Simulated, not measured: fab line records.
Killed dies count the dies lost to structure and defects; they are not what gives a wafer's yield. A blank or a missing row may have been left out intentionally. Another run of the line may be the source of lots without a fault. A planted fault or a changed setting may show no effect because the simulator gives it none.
Which tool was responsible?	flow n5_finfet	Sampling: 21 lots, 63 wafers, 5 of 1938 route steps

## WHAT THE GAUGES READ, wafer by wafer
N5_SDB_INSPECT_13: inspects for defects (brightfield). Usual: raw_defect_count at 74, with a standard deviation of 33.
lot	measured	on	raw_defect_count	flag
L074	day 3 16:02	defect_inspect-02	57 30 58	
L075	day 4 02:22	defect_inspect-01	41 75 42	
L076	day 4 08:41	defect_inspect-01	46 39 58	
L077	day 4 13:35	defect_inspect-01	55 55 128	
L078	day 4 21:06	defect_inspect-01	84 52 74	
L079	day 4 23:17	defect_inspect-01	78 81 84	
L080	day 5 05:26	defect_inspect-01	45 28 55	
L081	day 5 14:05	defect_inspect-02	38 63 38	
L083	day 6 01:17	defect_inspect-01	105 63 83	
L084	day 6 06:16	defect_inspect-01	115 72 94	
L085	day 6 14:23	defect_inspect-01	46 46 38	
L086	day 6 21:49	defect_inspect-01	48 66 54	
L087	day 7 00:05	defect_inspect-01	90 73 93	
L089	day 7 11:58	defect_inspect-02	116 131 84	
L090	day 7 17:17	defect_inspect-02	56 60 52	
L091	day 7 23:33	defect_inspect-02	66 76 80	
L092	day 8 04:42	defect_inspect-02	126 105 141	
L093	day 8 15:02	defect_inspect-01	52 63 86	
L095	day 9 00:38	defect_inspect-02	72 35 43	
L096	day 9 07:38	defect_inspect-02	47 85 45	
L097	day 9 09:32	defect_inspect-02	40 68 40	

## WHAT TOOL EACH LOT RAN ON (gives the tool, then ch and the chambers of the sampled wafers, and finally the start)
lot	N5_SD_EPI_N_ETCH_16	N5_SD_EPI_N_SD_RECESS_17	N5_SD_EPI_N_STRIP_38	N5_SD_EPI_P_ETCHBACK_46
L074	rie_diel-06 ch 0,1, day 3 00:54	rie_si-04 ch 0,3, day 3 00:58	plasma_asher-02 ch 0,1, day 3 01:04	rie_diel-03 ch 1,2,3, day 3 05:03
L075	rie_diel-04 ch 1,2, day 3 10:03	rie_si-04 ch 1,2, day 3 10:07	plasma_asher-01 ch 1, day 3 10:13	rie_diel-02 ch 0,1,2, day 3 15:37
L076	rie_diel-05 ch 1,2,3, day 3 16:46	rie_si-05 ch 0,1,2, day 3 16:50	plasma_asher-01 ch 0,1, day 3 16:56	rie_diel-01 ch 2,3, day 3 21:02
L077	rie_diel-06 ch 1,2, day 3 21:58	rie_si-04 ch 0,1,3, day 3 22:02	plasma_asher-02 ch 0,1, day 3 22:08	rie_diel-02 ch 0,3, day 4 02:34
L078	rie_diel-05 ch 2,3, day 4 03:25	rie_si-05 ch 1,2, day 4 03:29	plasma_asher-02 ch 0,1, day 4 03:35	rie_diel-01 ch 1,2, day 4 09:17
L079	rie_diel-04 ch 1,2,3, day 4 07:53	rie_si-05 ch 0,2,3, day 4 07:57	plasma_asher-01 ch 0,1, day 4 08:02	rie_diel-01 ch 1,2,3, day 4 12:12
L080	rie_diel-04 ch 0,1,2, day 4 14:03	rie_si-03 ch 0,1,3, day 4 14:07	plasma_asher-02 ch 0,1, day 4 14:13	rie_diel-03 ch 0,1, day 4 18:26
L081	rie_diel-05 ch 0,1, day 4 21:37	rie_si-05 ch 0,1,2, day 4 21:41	plasma_asher-02 ch 0,1, day 4 21:46	rie_diel-03 ch 0,2,3, day 5 02:05
L083	rie_diel-05 ch 1,3, day 5 08:28	rie_si-03 ch 1,2, day 5 08:32	plasma_asher-01 ch 0,1, day 5 08:38	rie_diel-03 ch 1,3, day 5 12:34
L084	rie_diel-04 ch 0,1,3, day 5 14:46	rie_si-04 ch 0,2,3, day 5 14:50	plasma_asher-02 ch 0,1, day 5 14:55	rie_diel-02 ch 1,2,3, day 5 19:02
L085	rie_diel-06 ch 1,3, day 5 22:58	rie_si-04 ch 0,3, day 5 23:02	plasma_asher-02 ch 0,1, day 5 23:08	rie_diel-03 ch 0,1, day 6 03:12
L086	rie_diel-04 ch 1,2, day 6 05:40	rie_si-05 ch 0,1,3, day 6 05:44	plasma_asher-01 ch 0,1, day 6 05:49	rie_diel-02 ch 0,2,3, day 6 09:55
L087	rie_diel-05 ch 0,2,3, day 6 08:44	rie_si-04 ch 0,1,3, day 6 08:49	plasma_asher-01 ch 0,1, day 6 08:55	rie_diel-01 ch 1,2,3, day 6 13:00
L089	rie_diel-04 ch 1,2, day 6 19:43	rie_si-04 ch 1,2, day 6 19:47	plasma_asher-01 ch 0,1, day 6 19:53	rie_diel-01 ch 1,2,3, day 7 01:03
L090	rie_diel-04 ch 2,3, day 7 01:42	rie_si-04 ch 0,1,3, day 7 01:46	plasma_asher-01 ch 0, day 7 01:52	rie_diel-03 ch 2,3, day 7 06:02
L091	rie_diel-04 ch 0,2, day 7 07:42	rie_si-04 ch 0,1,3, day 7 07:46	plasma_asher-02 ch 0,1, day 7 07:52	rie_diel-02 ch 0,2, day 7 12:41
L092	rie_diel-05 ch 0,1,3, day 7 13:35	rie_si-04 ch 1,2,3, day 7 13:40	plasma_asher-01 ch 0,1, day 7 13:45	rie_diel-01 ch 0,1,3, day 7 17:49
L093	rie_diel-04 ch 0,1,2, day 7 23:28	rie_si-03 ch 0,1,3, day 7 23:32	plasma_asher-02 ch 0,1, day 7 23:38	rie_diel-03 ch 0,1,3, day 8 03:47
L095	rie_diel-06 ch 1,2, day 8 08:32	rie_si-03 ch 1,3, day 8 08:37	plasma_asher-01 ch 0, day 8 08:43	rie_diel-03 ch 2,3, day 8 13:02
L096	rie_diel-06 ch 0,3, day 8 15:19	rie_si-03 ch 0,2, day 8 15:23	plasma_asher-02 ch 0,1, day 8 15:29	rie_diel-02 ch 1,2,3, day 8 20:23
L097	rie_diel-05 ch 2,3, day 8 18:08	rie_si-05 ch 0,2,3, day 8 18:13	plasma_asher-01 ch 0,1, day 8 18:19	rie_diel-01 ch 0,2,3, day 8 22:27
- N5_SD_EPI_N_ETCH_16: etches SiO2 in CHF3/O2, target depth 5 nm.
- N5_SD_EPI_N_SD_RECESS_17: chemistry HBr/Cl2/O2, target depth 41 nm, time 23.7 s, bt time 3 s.
- N5_SD_EPI_N_STRIP_38: strips in N2/H2.
- N5_SD_EPI_P_ETCHBACK_46: etches SiNx in CH3F/O2, stops on SiO2, target depth 17.5 nm.

## WHAT THE TOOLS THEMSELVES READ (means of the sampled wafers that have a number; where no wafer has one, the mark that the record gives instead)
N5_SD_EPI_N_ETCH_16. Usual: chamber_pressure_mTorr 29.998 mTorr, standard deviation 0.025; drypump_motor_current_A 5.6 A, standard deviation 0.48; oes_product_au 0.74 a.u., standard deviation 0.069; rf_vpp_V 525 V, standard deviation 24; showerhead_plenum_p_Torr 2.45 Torr, standard deviation 0.069; throttle_valve_pct 18.94 %, standard deviation 0.24.
lot	tool	chamber_pressure_mTorr (mTorr)	drypump_motor_current_A (A)	oes_product_au (a.u.)	rf_vpp_V (V)	showerhead_plenum_p_Torr (Torr)	throttle_valve_pct (%)	flag
L074	rie_diel-06	30.021	5.9	0.78	557	2.44	18.73	
L075	rie_diel-04	29.995	4.9	0.72	530	2.49	19.19	
L076	rie_diel-05	29.995	5.7	0.76	502	2.44	18.94	
L077	rie_diel-06	29.993	6.1	0.74	537	2.44	18.72	
L078	rie_diel-05	29.982	5.9	0.75	483	2.36	18.86	
L079	rie_diel-04	29.981	5.1	0.71	524	2.45	19.14	
L080	rie_diel-04	29.959	5.3	0.70	519	2.45	19.12	
L081	rie_diel-05	29.993	5.5	0.74	536	2.49	18.97	
L083	rie_diel-05	30.001	5.3	0.71	520	2.40	19.07	
L084	rie_diel-04	29.989	5.5	0.69	513	2.41	19.07	
L085	rie_diel-06	30.018	6.0	0.72	546	2.40	18.96	
L086	rie_diel-04	30.001	4.9	0.70	530	2.48	19.23	
L087	rie_diel-05	29.989	6.0	0.75	500	2.43	18.80	
L089	rie_diel-04	30.016	4.9	0.69	530	2.48	19.24	
L090	rie_diel-04	29.978	5.0	0.68	533	2.44	19.21	
L091	rie_diel-04	29.988	5.2	0.79	528	2.44	19.04	
L092	rie_diel-05	30.002	5.6	0.80	521	2.50	18.79	
L093	rie_diel-04	30.023	5.3	0.77	518	2.44	19.02	
L095	rie_diel-06	29.999	6.1	0.74	530	2.46	18.63	
L096	rie_diel-06	30.014	5.7	0.76	558	2.42	18.88	
L097	rie_diel-05	30.018	5.8	0.88	487	2.53	18.65	

N5_SD_EPI_N_SD_RECESS_17. Usual: chamber_pressure_mTorr 10.000 mTorr, standard deviation 0.011; drypump_motor_current_A 5.8 A, standard deviation 0.48; oes_product_au 1.009 a.u., standard deviation 0.02; throttle_valve_pct 37.1 %, standard deviation 0.34.
lot	tool	chamber_pressure_mTorr (mTorr)	drypump_motor_current_A (A)	oes_product_au (a.u.)	throttle_valve_pct (%)	flag
L074	rie_si-04	10.001	6.0	1.022	37.2	
L075	rie_si-04	10.000	5.2	1.004	37.0	
L076	rie_si-05	10.007	5.9	1.010	37.0	
L077	rie_si-04	10.008	5.8	1.017	37.1	
L078	rie_si-05	9.998	6.1	1.002	36.6	
L079	rie_si-05	10.006	5.8	1.002	37.3	
L080	rie_si-03	9.997	6.0	1.005	36.9	
L081	rie_si-05	9.992	5.9	1.003	37.0	
L083	rie_si-03	9.995	6.3	1.013	37.2	
L084	rie_si-04	10.004	5.8	1.003	37.1	
L085	rie_si-04	10.000	6.1	1.002	37.2	
L086	rie_si-05	10.000	5.5	1.008	37.2	
L087	rie_si-04	10.005	5.7	1.011	37.1	
L089	rie_si-04	9.993	5.2	1.004	37.0	
L090	rie_si-04	10.002	5.8	1.010	37.1	
L091	rie_si-04	10.007	5.8	1.012	37.1	
L092	rie_si-04	9.999	5.4	1.011	37.1	
L093	rie_si-03	9.997	6.0	1.008	36.9	
L095	rie_si-03	10.008	6.3	1.025	36.9	
L096	rie_si-03	9.996	6.2	1.013	37.3	
L097	rie_si-05	10.002	5.7	1.006	37.3	

N5_SD_EPI_N_STRIP_38. Usual: drypump_motor_current_A 5.51 A, standard deviation 0.28; heater_power_w 331 W, standard deviation 20; oes_product_au 0.762 a.u., standard deviation 0.011.
lot	tool	drypump_motor_current_A (A)	heater_power_w (W)	oes_product_au (a.u.)	flag
L074	plasma_asher-02	5.48	317	0.759	
L075	plasma_asher-01	5.95	356	0.767	
L076	plasma_asher-01	5.43	351	0.763	
L077	plasma_asher-02	5.48	312	0.760	
L078	plasma_asher-02	5.49	314	0.768	
L079	plasma_asher-01	5.43	350	0.766	
L080	plasma_asher-02	5.50	312	0.767	
L081	plasma_asher-02	5.50	311	0.759	
L083	plasma_asher-01	5.70	350	0.763	
L084	plasma_asher-02	5.44	311	0.750	
L085	plasma_asher-02	5.47	314	0.760	
L086	plasma_asher-01	5.45	351	0.763	
L087	plasma_asher-01	5.70	351	0.772	
L089	plasma_asher-01	5.67	347	0.755	
L090	plasma_asher-01	5.19	347	0.759	
L091	plasma_asher-02	5.50	316	0.768	
L092	plasma_asher-01	5.70	348	0.772	
L093	plasma_asher-02	5.43	308	0.772	
L095	plasma_asher-01	5.18	344	0.758	
L096	plasma_asher-02	5.48	321	0.757	
L097	plasma_asher-01	5.45	342	0.756	

N5_SD_EPI_P_ETCHBACK_46. Usual: chamber_pressure_mTorr 30.001 mTorr, standard deviation 0.029; drypump_motor_current_A 5.8 A, standard deviation 0.35; oes_product_au 0.64 a.u., standard deviation 0.044; rf_vpp_V 298 V, standard deviation 10; showerhead_plenum_p_Torr 1.99 Torr, standard deviation 0.065; throttle_valve_pct 16.44 %, standard deviation 0.24.
lot	tool	chamber_pressure_mTorr (mTorr)	drypump_motor_current_A (A)	oes_product_au (a.u.)	rf_vpp_V (V)	showerhead_plenum_p_Torr (Torr)	throttle_valve_pct (%)	flag
L074	rie_diel-03	29.998	6.0	0.64	292	1.96	16.52	
L075	rie_diel-02	30.011	5.7	0.61	296	1.99	16.56	
L076	rie_diel-01	30.004	5.7	0.66	304	1.98	16.33	
L077	rie_diel-02	29.976	6.0	0.67	290	2.02	16.45	
L078	rie_diel-01	30.012	5.7	0.65	295	1.99	16.48	
L079	rie_diel-01	29.988	5.7	0.65	299	1.98	16.40	
L080	rie_diel-03	30.010	5.9	0.65	308	2.08	16.44	
L081	rie_diel-03	30.011	5.8	0.63	296	1.95	16.44	
L083	rie_diel-03	29.985	5.9	0.64	286	1.97	16.45	
L084	rie_diel-02	29.997	5.4	0.72	301	1.99	16.17	
L085	rie_diel-03	29.980	6.0	0.66	305	2.07	16.56	
L086	rie_diel-02	30.011	5.6	0.65	295	2.00	16.42	
L087	rie_diel-01	30.000	5.7	0.64	298	1.98	16.43	
L089	rie_diel-01	30.039	5.7	0.65	298	1.98	16.45	
L090	rie_diel-03	29.985	5.9	0.60	290	1.89	16.58	
L091	rie_diel-02	29.981	5.9	0.61	289	1.99	16.71	
L092	rie_diel-01	29.994	5.5	0.62	298	2.00	16.48	
L093	rie_diel-03	30.003	5.9	0.63	297	2.01	16.48	
L095	rie_diel-03	29.983	5.9	0.60	290	1.88	16.59	
L096	rie_diel-02	30.018	5.4	0.69	301	1.99	16.22	
L097	rie_diel-01	29.999	5.8	0.63	306	1.96	16.35	

## THE ANSWER, worked out from the rows above alone
Rule: a lot counts as off when the mean over its wafers that have a number is more than 3 standard deviations away from the usual mean. A lot without any number at a reading at which 4 lots or more have one is off too. The other lots that the step has rows for count as sound. First the gauges in route order, then the tools' own readings, where a lot's mean is used as printed above. At the first step where some lot is off, the reading lying furthest off is the one used; lots without a number count as furthest.
Nothing can be told from this: no lot is off at any reading shown.

## WHAT THE SIMULATOR PUT IN
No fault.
